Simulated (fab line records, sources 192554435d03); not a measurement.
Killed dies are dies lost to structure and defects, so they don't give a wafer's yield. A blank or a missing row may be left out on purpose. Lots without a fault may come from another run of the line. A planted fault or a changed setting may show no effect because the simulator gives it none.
Which tool did it? | flow n5_finfet | 11 lots, 32 wafers sampled, at 5 steps of a route of 1938

WHAT THE GAUGES READ, wafer by wafer
N5_BEOL_M9_RS_MEAS_57: measures by four-point-probe.
lot  | measured     | on            | M9_RS (ohm/sq)
L892 | day 10 05:40 | film_metro-01 | 0.148 0.151 0.154
L894 | day 10 19:13 | film_metro-01 | 0.155 0.152 0.153
L897 | day 12 00:45 | film_metro-02 | 0.152 0.151 0.154
L896 | day 12 01:25 | film_metro-02 | 0.157 0.158
L898 | day 12 10:50 | film_metro-02 | 0.155 0.151 0.148
L903 | day 12 19:16 | film_metro-02 | 0.151 0.151 0.152
L901 | day 13 00:17 | film_metro-02 | 0.156 0.153 0.156
L904 | day 13 07:40 | film_metro-02 | 0.156 0.153 0.155
L907 | day 13 20:44 | film_metro-02 | 0.153 0.153 0.151
L908 | day 14 13:25 | film_metro-01 | 0.148 0.160 0.151
L915 | day 16 01:53 | film_metro-02 | 0.156 0.152 0.149

WHICH TOOL RAN EACH LOT (tool, then ch and the chambers of the sampled wafers, then the start)
lot  | N5_BEOL_M9_PECVD_70             | N5_BEOL_M9_ALD_74                   | N5_BEOL_M9_SURFACE_TREAT_79  | N5_BEOL_M9_CMP_52
L892 | pecvd-02 ch 0,1,2, day 10 00:01 | ald_metal-02 ch 0,2,3, day 10 04:10 | pvd_sputter-03, day 10 04:24 | cmp-01 ch 1,2, day 10 05:16
L894 | pecvd-03 ch 0,1, day 10 10:44   | ald_metal-04 ch 0,1, day 10 17:20   | pvd_sputter-01, day 10 17:47 | cmp-04 ch 0,1,3, day 10 18:49
L897 | pecvd-01 ch 0,1, day 11 14:25   | ald_metal-01 ch 0,3, day 11 22:44   | pvd_sputter-01, day 11 23:02 | cmp-01 ch 0,3, day 12 00:19
L896 | pecvd-03 ch 0,2, day 11 14:41   | ald_metal-02 ch 1,3, day 11 23:11   | pvd_sputter-02, day 11 23:32 | cmp-04 ch 0,3, day 12 00:59
L898 | pecvd-02 ch 0,1, day 12 03:29   | ald_metal-02 ch 1,2,3, day 12 08:06 | pvd_sputter-02, day 12 09:26 | cmp-01 ch 2,3, day 12 10:23
L903 | pecvd-01 ch 0,1,2, day 12 12:02 | ald_metal-01 ch 0,1,2, day 12 17:21 | pvd_sputter-02, day 12 17:38 | cmp-02 ch 0,2,3, day 12 18:50
L901 | pecvd-02 ch 0,1, day 12 16:38   | ald_metal-01 ch 0,1,2, day 12 21:17 | pvd_sputter-03, day 12 23:02 | cmp-02 ch 1,2,3, day 12 23:51
L904 | pecvd-02 ch 0,1,2, day 12 22:26 | ald_metal-02 ch 1,3, day 13 05:47   | pvd_sputter-03, day 13 06:22 | cmp-01 ch 0,2,3, day 13 07:16
L907 | pecvd-02 ch 0,1, day 13 14:53   | ald_metal-02 ch 1,2,3, day 13 19:01 | pvd_sputter-01, day 13 19:19 | cmp-01 ch 0,1, day 13 20:19
L908 | pecvd-02 ch 0,1,2, day 14 06:16 | ald_metal-04 ch 0,3, day 14 11:50   | pvd_sputter-03, day 14 12:08 | cmp-02 ch 0,3, day 14 12:57
L915 | pecvd-01 ch 0,1,2, day 15 17:02 | ald_metal-04 ch 0,2, day 16 00:03   | pvd_sputter-02, day 16 00:28 | cmp-02 ch 0,1,3, day 16 01:26
- N5_BEOL_M9_PECVD_70: deposits SiO2 from TEOS/O2, target thk 20 nm, time 22.7 s.
- N5_BEOL_M9_ALD_74: deposits TaN, target thk 2 nm, pulse time 2 s, purge time 3 s.
- N5_BEOL_M9_SURFACE_TREAT_79
- N5_BEOL_M9_CMP_52: polishes, stops on SiCOH lowk, t overpolish 7 s, target thk 140 nm.

THE ANSWER, worked out from the rows above alone
Rule: what is usual is taken from the lots themselves. Put in order of their means at a reading, lots are off if they are a third of the lots or fewer, leave a main group of 4 or more, and stand apart from it by a gap of 3 or more times the standard deviation of the main group's means; of several such gaps the widest counts. A main group whose means are all the same, to the digits that the tables above print for the reading, isn't used. A lot without any number at a reading at which 4 lots or more have one is off too. The other lots that the step has rows for count as sound.
No lot is off at any reading shown: from this, nothing can be told.

WHAT THE SIMULATOR HAD PUT IN
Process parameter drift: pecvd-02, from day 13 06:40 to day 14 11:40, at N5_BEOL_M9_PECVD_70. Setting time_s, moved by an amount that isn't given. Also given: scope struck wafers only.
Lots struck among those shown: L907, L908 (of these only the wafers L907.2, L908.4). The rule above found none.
